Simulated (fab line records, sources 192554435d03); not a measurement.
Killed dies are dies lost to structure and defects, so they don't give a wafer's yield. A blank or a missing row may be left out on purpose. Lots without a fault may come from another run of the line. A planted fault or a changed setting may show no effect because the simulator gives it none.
Split-lot experiment | flow n5_finfet | 7 lots, 21 wafers read, on a route of 1938 steps

THE SPLIT
At N5_BEOL_M15_ETCH_61 (etches BARC in N2/H2, target depth 89 nm, overetch 26.7 nm, time 67.9 s), the setting time_s was moved away from the recipe's 67.9 s on 6 of the 21 wafers read, by -18.4% to +19.2%. The other wafers ran this setting at the recipe's value.

The reading is taken at the split's own step.

THE READING
coat_of_BEOL_M15_COAT_22.thk_nm (the simulator's own value, which no gauge read), in nm, at N5_BEOL_M15_ETCH_61 (etches BARC in N2/H2, target depth 89 nm, overetch 26.7 nm, time 67.9 s). The file gives no usual value for it. The 15 wafers here that ran the recipe average 720.1 nm, standard deviation 2.7 nm.

wafer  | tool, chamber at the split | time_s as run, s | against the recipe | coat_of_BEOL_M15_COAT_22.thk_nm, nm | against lot-mates on the recipe
L074.2 | rie_diel-04, 2             | 67.9             | recipe             | 717.8                               | -
L074.3 | rie_diel-04, 1             | 67.9             | recipe             | 723.4                               | -
L074.5 | rie_diel-04, 3             | 67.9             | recipe             | 721                                 | -
L076.1 | rie_diel-01, 3             | 67.9             | recipe             | 723.2                               | -
L076.4 | rie_diel-01, 0             | 67.9             | recipe             | 718.6                               | -
L076.6 | rie_diel-01, 0             | 71.96            | +6.0%              | 717                                 | -3.9
L077.1 | rie_diel-01, 3             | 67.9             | recipe             | 722                                 | -
L077.4 | rie_diel-01, 0             | 67.9             | recipe             | 718.8                               | -
L077.6 | rie_diel-01, 0             | 67.9             | recipe             | 720.2                               | -
L081.3 | rie_diel-03, 2             | 67.9             | recipe             | 722                                 | -
L081.4 | rie_diel-03, 0             | 55.42            | -18.4%             | 734.2                               | +12.5
L081.5 | rie_diel-03, 1             | 67.9             | recipe             | 721.4                               | -
L092.1 | rie_diel-01, 1             | 79.31            | +16.8%             | 707.8                               | -7.6
L092.4 | rie_diel-01, 2             | 67.9             | recipe             | 715.4                               | -
L092.6 | rie_diel-01, 1             | 79.31            | +16.8%             | 706.6                               | -8.8
L094.2 | rie_diel-03, 1             | 80.97            | +19.2%             | 704.2                               | -10.4
L094.5 | rie_diel-03, 3             | 67.9             | recipe             | 714.6                               | -
L094.6 | rie_diel-03, 0             | 80.97            | +19.2%             | 706.2                               | -8.4
L097.1 | rie_diel-04, 3             | 67.9             | recipe             | 719.8                               | -
L097.3 | rie_diel-04, 0             | 67.9             | recipe             | 719                                 | -
L097.5 | rie_diel-04, 2             | 67.9             | recipe             | 724.2                               | -

THE FIT
A straight line over all 21 wafers: coat_of_BEOL_M15_COAT_22.thk_nm changes by -0.767 nm for each +1% of time_s; r = -0.94; the points scatter about the line by 2.5 nm.
The same after taking each lot's own level away (the mean of its wafers on the recipe; 21 wafers): -0.54 nm for each +1%; r = -0.94; scatter 1.8 nm.
On that fit, the largest move of time_s shifts the reading by 10 nm.
The lots' own levels span 714.60 to 721.70 nm, that is 2.6 times the standard deviation above.
So the lot-to-lot level changes the slope: the two fits differ.
Check: with one of the wafers moved furthest among these (+19.2%) left out of the fit, the line predicts -10 nm for it against its lot-mates. It came out at -10.4 nm against them.

OTHER SPLITS ON THESE WAFERS
These wafers also went through other splits before the reading. Each is held against what the fit with the lots' levels taken away leaves over:
other split on the same wafers    | wafers away from the commonest value | r with coat_of_BEOL_M15_COAT_22.thk_nm (lot level and that fit taken away)
N5_BEOL_M11_COAT_59 spin_rpm      | 8                                    | +0.11
N5_BEOL_M12_TRENCH_ETCH_34 time_s | 9                                    | +0.08
N5_BEOL_M12_SPUTTER_44 time_s     | 6                                    | +0.05
N5_BEOL_M13_SPUTTER_43 time_s     | 6                                    | +0.03
N5_BEOL_M14_SPUTTER_43 power_w    | 6                                    | -0.10

THE FILE'S OWN FIT
coat_of_BEOL_M15_COAT_22.thk_nm changes by -0.557 nm for each +1% of time_s, r = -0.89.
